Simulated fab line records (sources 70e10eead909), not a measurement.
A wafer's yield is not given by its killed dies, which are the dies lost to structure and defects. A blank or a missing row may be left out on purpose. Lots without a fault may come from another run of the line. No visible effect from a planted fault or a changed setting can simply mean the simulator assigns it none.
Struck lot and sound lot, side by side ; flow nand-harc ; 15 steps out of a route of 1159
Sound: wafers L805.2, L805.5, L805.6. Wafers struck: L822.3, L822.4, L822.5. At the end, the cause is stated.
For every step that has rows: the tool of each side, followed by ch and its chambers, followed by its first start. Under that, the readings that differ: sound wafers ; struck wafers ; difference of the means ; sigmas: that difference in standard deviations of wafers without a fault.
alike: same words and numbers on both sides, and readings whose means sit less than 2 such deviations apart. not compared: any withheld reading, any reading some wafer has no value for, any bound like >300 that may hide the same value, and any number with overlapping values for which the record gives no deviation.
Wherever a step has rows on one side only, a row that says differs or no value, or a row with sigmas, the two part there. When numbers do not overlap yet have no deviation, they are printed without sigmas and do not part them. Lack of a reading on every wafer of one side parts them only where that side has two or more wafers.

NHARC_A_BLC_DESCUM_15: chemistry O2, time 3 s.
  sound on rie-diel-13 ch 0,1,3, day 17 14:00; struck on rie-diel-04 ch 2,3, day 22 01:22
reading;sound;struck;difference;sigmas
oes-product-au (a.u.);0.992 0.976 0.988;1.019 1.007 1.000;+0.023;+3
  alike: drypump-motor-current-A, rf-vpp-V, showerhead-plenum-p-Torr, throttle-valve-pct
  not compared: rf-hours-counter-h
then, 2 steps without rows for these wafers: NHARC_A_BLC_ETCH_16 (etches the open film in CF4, target depth 39 nm, time 65 s); NHARC_A_BLC_ETCH_17 (etches the open film in N2/H2, target depth 390 nm, time 609.38 s).
NHARC_A_BLC_ETCH_18: etches the open film in C4F8/O2/Ar, target depth 910 nm.
  sound on rie-diel-13 ch 1,2,3; struck on rie-diel-04 ch 1,2
  alike: oes-product-au, rf-vpp-V
  not compared: rf-hours-counter-h
NHARC_A_BLC_CD_MEAS_19:
  struck on cd-sem-03, day 22 02:30; sound on cd-sem-01, day 17 14:58
  alike: cd-nm
then, 1 step without rows for these wafers: NHARC_A_BLC_STRIP_29 (strips in CF4).
NHARC_A_BLC_STRIP_21: strips in O2.
  sound on rie-diel-13 ch 0,2,3, day 17 15:09; struck on rie-diel-13 ch 1,2, day 22 02:41
  alike: drypump-motor-current-A, oes-product-au, rf-vpp-V, showerhead-plenum-p-Torr, throttle-valve-pct
  not compared: rf-hours-counter-h
then, 3 steps without rows for these wafers: NHARC_A_BLC_STRIP_22 (strips in post etch residue remover, time 600 s); NHARC_A_BLC_DEGAS_30 (time 60 s); NHARC_A_BLC_PRE_CLEAN_31 (time 15 s).
NHARC_A_BLC_PVD_32: deposits Ti, target thk 5 nm, time 17.7 s.
  sound on pvd-sputter-03; struck on pvd-sputter-03
  alike: throttle-valve-pct
NHARC_A_BLC_ALD_23: deposits TiN, target thk 3 nm, pulse time 1 s, ald cycles 150.
  sound on ald-metal-01 ch 0,2,3, day 17 15:52; struck on ald-metal-01 ch 0,1,3, day 22 03:20
  alike: heater-power-w, precursor-pulse-height-rel
NHARC_A_BLC_CVD_24: deposits W, target thk 150 nm, time 434 s.
  sound on cvd-w-02 ch 0,1, day 17 19:22; struck on cvd-w-01 ch 0,1, day 22 03:41
  no value came back on the struck wafers for any of 5 readings (chamber-pressure-Torr (Torr), heater-power-outer-w (W) and others); on the sound wafers chamber-pressure-Torr (Torr) reads 39.93 40.09 39.98
NHARC_A_BLC_CMP_25: polishes, t overpolish 30 s, target thk 150 nm.
  sound on cmp-04 ch 2,3, day 17 19:50; struck on cmp-04 ch 2,3, day 22 04:05
reading;sound;struck;difference;sigmas
time-to-endpoint-s (s);29.4 27.3 32.3;0.0 0.0 0.2;-29.6;-15
  alike: motor-current-A, overpolish-run-s, slurry-flow-ml-min
-- the record jumps here: 2 days lie between the struck wafers' starts before and after (it left off in module A_BLC and takes up again in module END, whose first step shown is number 1159 of the route) --
NHARC_END_SORT_01:
  sound on prober-01 ch 0, day 19 19:11; struck on prober-01 ch 0, day 24 04:32
reading;sound;struck;difference;sigmas
killed-at-array;23 21 25;675 676 674;+652;+65
killed-dies;28 25 31;677 677 677;+649;+67
  alike: killed-at-other, killed-at-periphery, killed-open, killed-short

## WHERE THEY PART
First at NHARC_A_BLC_DESCUM_15; last, within this record, at NHARC_END_SORT_01.

WHY: the cause the simulator had injected
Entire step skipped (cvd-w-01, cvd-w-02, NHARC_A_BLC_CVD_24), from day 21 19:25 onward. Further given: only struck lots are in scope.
